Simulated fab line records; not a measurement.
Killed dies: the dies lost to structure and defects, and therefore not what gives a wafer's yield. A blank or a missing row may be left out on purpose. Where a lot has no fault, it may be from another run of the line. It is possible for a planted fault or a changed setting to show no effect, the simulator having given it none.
Split-lot trial / flow n5 finfet / route with 1938 steps; 7 lots, 21 wafers read

## THE SPLIT ITSELF
At N5_BEOL_M0_SAQP_EXPOSE_37 (exposes mask M0 CUT1, target cd 30 nm), the setting dose mj was moved away from the recipe's 44.75 on 8 of the 21 wafers read, by -5.6% to +6.6%. This setting was run at the recipe's value on the other wafers.

## FROM THE SPLIT TO THE READING: what the file shows between them, 2 steps
- N5_BEOL_M0_SAQP_PEB_38: peb time 60 s
- N5_BEOL_M0_SAQP_DEVELOP_39: develop time 30 s

## THE READING
cd nm, in nm, at N5_BEOL_M0_SAQP_CD_MEAS_40 (target cd 30 nm). On this fab line, fault-free wafers typically give 30.06 nm with a standard deviation of 0.24 nm.

wafer=L085.1; tool, chamber at the split=euv scanner-01, 0; dose mj as run=44.75; against the recipe=recipe; cd nm, nm=30.20; against lot-mates on the recipe=-
wafer=L085.2; tool, chamber at the split=euv scanner-01, 0; dose mj as run=44.75; against the recipe=recipe; cd nm, nm=30.02; against lot-mates on the recipe=-
wafer=L085.6; tool, chamber at the split=euv scanner-01, 0; dose mj as run=44.75; against the recipe=recipe; cd nm, nm=30.06; against lot-mates on the recipe=-
wafer=L086.1; tool, chamber at the split=euv scanner-02, 0; dose mj as run=46.27; against the recipe=+3.4%; cd nm, nm=31.08; against lot-mates on the recipe=no lot-mate on the recipe
wafer=L086.2; tool, chamber at the split=euv scanner-02, 0; dose mj as run=46.27; against the recipe=+3.4%; cd nm, nm=30.70; against lot-mates on the recipe=no lot-mate on the recipe
wafer=L086.5; tool, chamber at the split=euv scanner-02, 0; dose mj as run=46.27; against the recipe=+3.4%; cd nm, nm=30.67; against lot-mates on the recipe=no lot-mate on the recipe
wafer=L088.1; tool, chamber at the split=euv scanner-02, 0; dose mj as run=44.75; against the recipe=recipe; cd nm, nm=29.61; against lot-mates on the recipe=-
wafer=L088.2; tool, chamber at the split=euv scanner-02, 0; dose mj as run=44.75; against the recipe=recipe; cd nm, nm=29.63; against lot-mates on the recipe=-
wafer=L088.3; tool, chamber at the split=euv scanner-02, 0; dose mj as run=44.75; against the recipe=recipe; cd nm, nm=29.99; against lot-mates on the recipe=-
wafer=L090.1; tool, chamber at the split=euv scanner-02, 0; dose mj as run=43.02; against the recipe=-3.9%; cd nm, nm=29.19; against lot-mates on the recipe=-0.48
wafer=L090.2; tool, chamber at the split=euv scanner-02, 0; dose mj as run=43.02; against the recipe=-3.9%; cd nm, nm=29.37; against lot-mates on the recipe=-0.30
wafer=L090.3; tool, chamber at the split=euv scanner-02, 0; dose mj as run=44.75; against the recipe=recipe; cd nm, nm=29.67; against lot-mates on the recipe=-
wafer=L091.3; tool, chamber at the split=euv scanner-02, 0; dose mj as run=47.71; against the recipe=+6.6%; cd nm, nm=31.22; against lot-mates on the recipe=+1.18
wafer=L091.4; tool, chamber at the split=euv scanner-02, 0; dose mj as run=44.75; against the recipe=recipe; cd nm, nm=29.81; against lot-mates on the recipe=-
wafer=L091.6; tool, chamber at the split=euv scanner-02, 0; dose mj as run=44.75; against the recipe=recipe; cd nm, nm=30.26; against lot-mates on the recipe=-
wafer=L094.2; tool, chamber at the split=euv scanner-01, 0; dose mj as run=42.24; against the recipe=-5.6%; cd nm, nm=28.81; against lot-mates on the recipe=-0.97
wafer=L094.5; tool, chamber at the split=euv scanner-01, 0; dose mj as run=42.24; against the recipe=-5.6%; cd nm, nm=28.78; against lot-mates on the recipe=-1.00
wafer=L094.6; tool, chamber at the split=euv scanner-01, 0; dose mj as run=44.75; against the recipe=recipe; cd nm, nm=29.78; against lot-mates on the recipe=-
wafer=L096.3; tool, chamber at the split=euv scanner-01, 0; dose mj as run=44.75; against the recipe=recipe; cd nm, nm=29.98; against lot-mates on the recipe=-
wafer=L096.4; tool, chamber at the split=euv scanner-01, 0; dose mj as run=44.75; against the recipe=recipe; cd nm, nm=30.23; against lot-mates on the recipe=-
wafer=L096.5; tool, chamber at the split=euv scanner-01, 0; dose mj as run=44.75; against the recipe=recipe; cd nm, nm=29.86; against lot-mates on the recipe=-

THE FIT
A straight line over all 21 wafers: cd nm changes by +0.207 nm for each +1% of dose mj; r = +0.95; the points scatter about the line by 0.21 nm.
The same after taking each lot's own level away (the mean of its wafers on the recipe; 18 wafers): +0.163 nm for each +1%; r = +0.94; scatter 0.16 nm.
On that fit, the largest move of dose mj shifts the reading by 1.1 nm.
Measured against the standard deviation above, the lots' own levels, which go from 29.670 to 30.093 nm, span 1.8 times it.
Hence the slope depends on the lot-to-lot level, as the two fits are not the same.
Check: +1.02 nm against its lot-mates is what the line predicts for one of the wafers moved furthest among these (+6.6%) when that wafer is left out of the fit. Against them it came out at +1.18 nm.

## OTHER SPLITS APPLIED TO THESE WAFERS
Note: prior to the reading, these wafers also went through further splits. Each is held against what the fit with the lots' levels taken away leaves over:
other split on the same wafers=N5_GATE_CUT_CUT_ETCH_54 icp w; wafers away from the commonest value=4; r with cd nm (lot level and that fit taken away)=-0.19
other split on the same wafers=N5_MOL_CONTACT_COAG_ALD_27 ald cycles; wafers away from the commonest value=5; r with cd nm (lot level and that fit taken away)=-0.29
other split on the same wafers=N5_MOL_CONTACT_COAG_COAT_75 spin rpm; wafers away from the commonest value=6; r with cd nm (lot level and that fit taken away)=-0.10
other split on the same wafers=N5_MOL_CONTACT_COAG_CVD_140 target thk a; wafers away from the commonest value=6; r with cd nm (lot level and that fit taken away)=-0.13

## THE WHOLE CHAIN: every reading that the file lists as answering this split, in the file's order
step=N5_BEOL_M0_SAQP_CD_MEAS_40; what it does=target cd 30 nm; reading=cd nm; change (the file's fit)=+0.165 nm for each +1% of the setting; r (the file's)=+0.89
step=N5_BEOL_M0_SAQP_DESCUM_45; what it does=chemistry O2, time 7 s; reading=BEOL_M0_SAQP.cd nm (the simulator's own value, which no gauge read); change (the file's fit)=+0.177 nm for each +1% of the setting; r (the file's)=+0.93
step=N5_BEOL_M0_SAQP_ETCH_88; what it does=etches underlayer in N2/H2, target depth 6.5 nm, time 5.2 s; reading=BEOL_M0_SAQP.cd nm (the simulator's own value, which no gauge read); change (the file's fit)=+0.198 nm for each +1% of the setting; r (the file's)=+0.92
step=N5_BEOL_M0_SAQP_ETCH_73; what it does=etches SiARC in CF4, target depth 19.5 nm, time 32.5 s; reading=BEOL_M0_SAQP.cd nm (the simulator's own value, which no gauge read); change (the file's fit)=+0.216 nm for each +1% of the setting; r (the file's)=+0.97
step=N5_BEOL_M0_SAQP_CUT_ETCH_46; what it does=etches SOC in N2/H2, target depth 135 nm, overetch 27 nm, time 202.5 s; reading=BEOL_M0_SAQP.cd nm (the simulator's own value, which no gauge read); change (the file's fit)=+0.24 nm for each +1% of the setting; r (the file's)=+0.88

## FILE'S OWN FIT
cd nm changes by +0.165 nm for each +1% of dose mj, r = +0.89.
